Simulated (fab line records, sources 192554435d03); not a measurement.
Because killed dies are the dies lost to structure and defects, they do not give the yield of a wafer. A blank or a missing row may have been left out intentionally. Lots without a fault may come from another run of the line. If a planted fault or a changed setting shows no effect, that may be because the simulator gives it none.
Split-lot trial / flow n5 finfet / 39 wafers read across 7 lots, on a route 1938 steps long

THE SPLIT
At N5_BEOL_M6_DEP_56 (deposits SiCN from 3MS/NH3, target thk 10 nm, time 17.5 s), the setting time s was moved away from the recipe's 17.5 s on 18 of the 39 wafers read, by -54.3% to +34.1%. All remaining wafers had this setting at the recipe value.

The split's own step is where the reading is taken.

THE READING
SiCN_of_BEOL_M6_DEP_56.thk nm (the simulator's own value, which no gauge read), in nm, at N5_BEOL_M6_DEP_56 (deposits SiCN from 3MS/NH3, target thk 10 nm, time 17.5 s). There is no usual value for it anywhere in the file. Across the 21 wafers here that went through the recipe, the average is 10.1 nm and the standard deviation 0.15 nm.

wafer=L077.1; tool, chamber at the split=pecvd-03, 1; time s as run, s=17.5; against the recipe=recipe; SiCN_of_BEOL_M6_DEP_56.thk nm, nm=10; against lot-mates on the recipe=-
wafer=L077.4; tool, chamber at the split=pecvd-03, 1; time s as run, s=17.5; against the recipe=recipe; SiCN_of_BEOL_M6_DEP_56.thk nm, nm=10; against lot-mates on the recipe=-
wafer=L077.2; tool, chamber at the split=pecvd-03, 2; time s as run, s=9.099; against the recipe=-48.0%; SiCN_of_BEOL_M6_DEP_56.thk nm, nm=5.2; against lot-mates on the recipe=-4.9
wafer=L077.3; tool, chamber at the split=pecvd-03, 0,2; time s as run, s=9.099; against the recipe=-48.0%; SiCN_of_BEOL_M6_DEP_56.thk nm, nm=5.4; against lot-mates on the recipe=-4.7
wafer=L077.6; tool, chamber at the split=pecvd-03, 0,2; time s as run, s=9.099; against the recipe=-48.0%; SiCN_of_BEOL_M6_DEP_56.thk nm, nm=5.4; against lot-mates on the recipe=-4.7
wafer=L077.5; tool, chamber at the split=pecvd-03, 0; time s as run, s=17.5; against the recipe=recipe; SiCN_of_BEOL_M6_DEP_56.thk nm, nm=10.2; against lot-mates on the recipe=-
wafer=L078.1; tool, chamber at the split=pecvd-03, 1; time s as run, s=7.995; against the recipe=-54.3%; SiCN_of_BEOL_M6_DEP_56.thk nm, nm=4.4; against lot-mates on the recipe=-5.7
wafer=L078.2; tool, chamber at the split=pecvd-03, 2,1; time s as run, s=7.995; against the recipe=-54.3%; SiCN_of_BEOL_M6_DEP_56.thk nm, nm=4.6; against lot-mates on the recipe=-5.5
wafer=L078.6; tool, chamber at the split=pecvd-03, 2,1; time s as run, s=7.995; against the recipe=-54.3%; SiCN_of_BEOL_M6_DEP_56.thk nm, nm=4.6; against lot-mates on the recipe=-5.5
wafer=L078.3; tool, chamber at the split=pecvd-03, 0,2; time s as run, s=17.5; against the recipe=recipe; SiCN_of_BEOL_M6_DEP_56.thk nm, nm=10; against lot-mates on the recipe=-
wafer=L078.5; tool, chamber at the split=pecvd-03, 0,2; time s as run, s=17.5; against the recipe=recipe; SiCN_of_BEOL_M6_DEP_56.thk nm, nm=10; against lot-mates on the recipe=-
wafer=L078.4; tool, chamber at the split=pecvd-03, 0; time s as run, s=17.5; against the recipe=recipe; SiCN_of_BEOL_M6_DEP_56.thk nm, nm=10.2; against lot-mates on the recipe=-
wafer=L079.1; tool, chamber at the split=pecvd-01, 2; time s as run, s=17.5; against the recipe=recipe; SiCN_of_BEOL_M6_DEP_56.thk nm, nm=10.2; against lot-mates on the recipe=-
wafer=L079.2; tool, chamber at the split=pecvd-01, 1; time s as run, s=17.5; against the recipe=recipe; SiCN_of_BEOL_M6_DEP_56.thk nm, nm=10; against lot-mates on the recipe=-
wafer=L079.3; tool, chamber at the split=pecvd-01, 0; time s as run, s=23.27; against the recipe=+33.0%; SiCN_of_BEOL_M6_DEP_56.thk nm, nm=13; against lot-mates on the recipe=+2.8
wafer=L079.4; tool, chamber at the split=pecvd-01, 1,0; time s as run, s=23.27; against the recipe=+33.0%; SiCN_of_BEOL_M6_DEP_56.thk nm, nm=13.4; against lot-mates on the recipe=+3.2
wafer=L079.6; tool, chamber at the split=pecvd-01, 1,0; time s as run, s=23.27; against the recipe=+33.0%; SiCN_of_BEOL_M6_DEP_56.thk nm, nm=13.4; against lot-mates on the recipe=+3.2
wafer=L079.5; tool, chamber at the split=pecvd-01, 2; time s as run, s=17.5; against the recipe=recipe; SiCN_of_BEOL_M6_DEP_56.thk nm, nm=10.4; against lot-mates on the recipe=-
wafer=L081.1; tool, chamber at the split=pecvd-03, 1; time s as run, s=10.56; against the recipe=-39.7%; SiCN_of_BEOL_M6_DEP_56.thk nm, nm=6.2; against lot-mates on the recipe=-3.9
wafer=L081.4; tool, chamber at the split=pecvd-03, 1; time s as run, s=10.56; against the recipe=-39.7%; SiCN_of_BEOL_M6_DEP_56.thk nm, nm=6.2; against lot-mates on the recipe=-3.9
wafer=L081.2; tool, chamber at the split=pecvd-03, 0; time s as run, s=17.5; against the recipe=recipe; SiCN_of_BEOL_M6_DEP_56.thk nm, nm=10; against lot-mates on the recipe=-
wafer=L081.3; tool, chamber at the split=pecvd-03, 2; time s as run, s=10.56; against the recipe=-39.7%; SiCN_of_BEOL_M6_DEP_56.thk nm, nm=6; against lot-mates on the recipe=-4.1
wafer=L081.5; tool, chamber at the split=pecvd-03, 0,2; time s as run, s=17.5; against the recipe=recipe; SiCN_of_BEOL_M6_DEP_56.thk nm, nm=10.2; against lot-mates on the recipe=-
wafer=L081.6; tool, chamber at the split=pecvd-03, 0,2; time s as run, s=17.5; against the recipe=recipe; SiCN_of_BEOL_M6_DEP_56.thk nm, nm=10.2; against lot-mates on the recipe=-
wafer=L085.1; tool, chamber at the split=pecvd-01, 0,1; time s as run, s=23.46; against the recipe=+34.1%; SiCN_of_BEOL_M6_DEP_56.thk nm, nm=13.2; against lot-mates on the recipe=+3.2
wafer=L085.2; tool, chamber at the split=pecvd-01, 0,1; time s as run, s=23.46; against the recipe=+34.1%; SiCN_of_BEOL_M6_DEP_56.thk nm, nm=13.2; against lot-mates on the recipe=+3.2
wafer=L085.3; tool, chamber at the split=pecvd-01, 2,1,0; time s as run, s=17.5; against the recipe=recipe; SiCN_of_BEOL_M6_DEP_56.thk nm, nm=10; against lot-mates on the recipe=-
wafer=L085.4; tool, chamber at the split=pecvd-01, 2,1,0; time s as run, s=17.5; against the recipe=recipe; SiCN_of_BEOL_M6_DEP_56.thk nm, nm=10; against lot-mates on the recipe=-
wafer=L085.5; tool, chamber at the split=pecvd-01, 2,1,0; time s as run, s=17.5; against the recipe=recipe; SiCN_of_BEOL_M6_DEP_56.thk nm, nm=10; against lot-mates on the recipe=-
wafer=L085.6; tool, chamber at the split=pecvd-01, 2; time s as run, s=23.46; against the recipe=+34.1%; SiCN_of_BEOL_M6_DEP_56.thk nm, nm=13.4; against lot-mates on the recipe=+3.4
wafer=L088.1; tool, chamber at the split=pecvd-02, 2,0,2; time s as run, s=17.5; against the recipe=recipe; SiCN_of_BEOL_M6_DEP_56.thk nm, nm=10.2; against lot-mates on the recipe=-
wafer=L088.4; tool, chamber at the split=pecvd-02, 2,0,2; time s as run, s=17.5; against the recipe=recipe; SiCN_of_BEOL_M6_DEP_56.thk nm, nm=10.2; against lot-mates on the recipe=-
wafer=L088.5; tool, chamber at the split=pecvd-02, 2,0,2; time s as run, s=17.5; against the recipe=recipe; SiCN_of_BEOL_M6_DEP_56.thk nm, nm=10.2; against lot-mates on the recipe=-
wafer=L092.1; tool, chamber at the split=pecvd-02, 2,1; time s as run, s=17.5; against the recipe=recipe; SiCN_of_BEOL_M6_DEP_56.thk nm, nm=9.8; against lot-mates on the recipe=-
wafer=L092.2; tool, chamber at the split=pecvd-02, 2,1; time s as run, s=17.5; against the recipe=recipe; SiCN_of_BEOL_M6_DEP_56.thk nm, nm=9.8; against lot-mates on the recipe=-
wafer=L092.3; tool, chamber at the split=pecvd-02, 0,1; time s as run, s=11.5; against the recipe=-34.3%; SiCN_of_BEOL_M6_DEP_56.thk nm, nm=6.6; against lot-mates on the recipe=-3.3
wafer=L092.4; tool, chamber at the split=pecvd-02, 0,1; time s as run, s=11.5; against the recipe=-34.3%; SiCN_of_BEOL_M6_DEP_56.thk nm, nm=6.6; against lot-mates on the recipe=-3.3
wafer=L092.5; tool, chamber at the split=pecvd-02, 2; time s as run, s=11.5; against the recipe=-34.3%; SiCN_of_BEOL_M6_DEP_56.thk nm, nm=6.8; against lot-mates on the recipe=-3.1
wafer=L092.6; tool, chamber at the split=pecvd-02, 0; time s as run, s=17.5; against the recipe=recipe; SiCN_of_BEOL_M6_DEP_56.thk nm, nm=10.2; against lot-mates on the recipe=-
Rows listing several chambers each stand for several wafers; the file does not say which wafer went through which chamber.

FIT RESULTS
A straight line over all 39 wafers: SiCN_of_BEOL_M6_DEP_56.thk nm changes by +0.0988 nm for each +1% of time s; r = +1.00; the points scatter about the line by 0.15 nm.
The same after taking each lot's own level away (the mean of its wafers on the recipe; 39 wafers): +0.0982 nm for each +1%; r = +1.00; scatter 0.14 nm.
According to that fit, moving time s by its largest amount changes the reading by 5.3 nm.
From 9.93 to 10.20 nm: that is the span of the lots' own levels, equal to 1.8 times the standard deviation above.
The two slopes are in agreement: the lot-to-lot level therefore moves the slope only a little.
Check: with one of the wafers moved furthest among these (-54.3%) left out of the fit, the line predicts -5.34 nm for it against its lot-mates. It came out at -5.67 nm against them.

ADDITIONAL SPLITS CARRIED BY THESE WAFERS
Other splits were also applied to these wafers ahead of the reading. Each is held against what the fit with the lots' levels taken away leaves over:
other split on the same wafers=N5_GATE_CUT_ALD_22 ald cycles; wafers away from the commonest value=18; r with SiCN_of_BEOL_M6_DEP_56.thk nm (lot level and that fit taken away)=+0.13
other split on the same wafers=N5_BEOL_M0_SAQP_PECVD_00 time s; wafers away from the commonest value=18; r with SiCN_of_BEOL_M6_DEP_56.thk nm (lot level and that fit taken away)=+0.09

THE FILE'S OWN FIT
SiCN_of_BEOL_M6_DEP_56.thk nm changes by +0.0986 nm for each +1% of time s, r = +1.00.
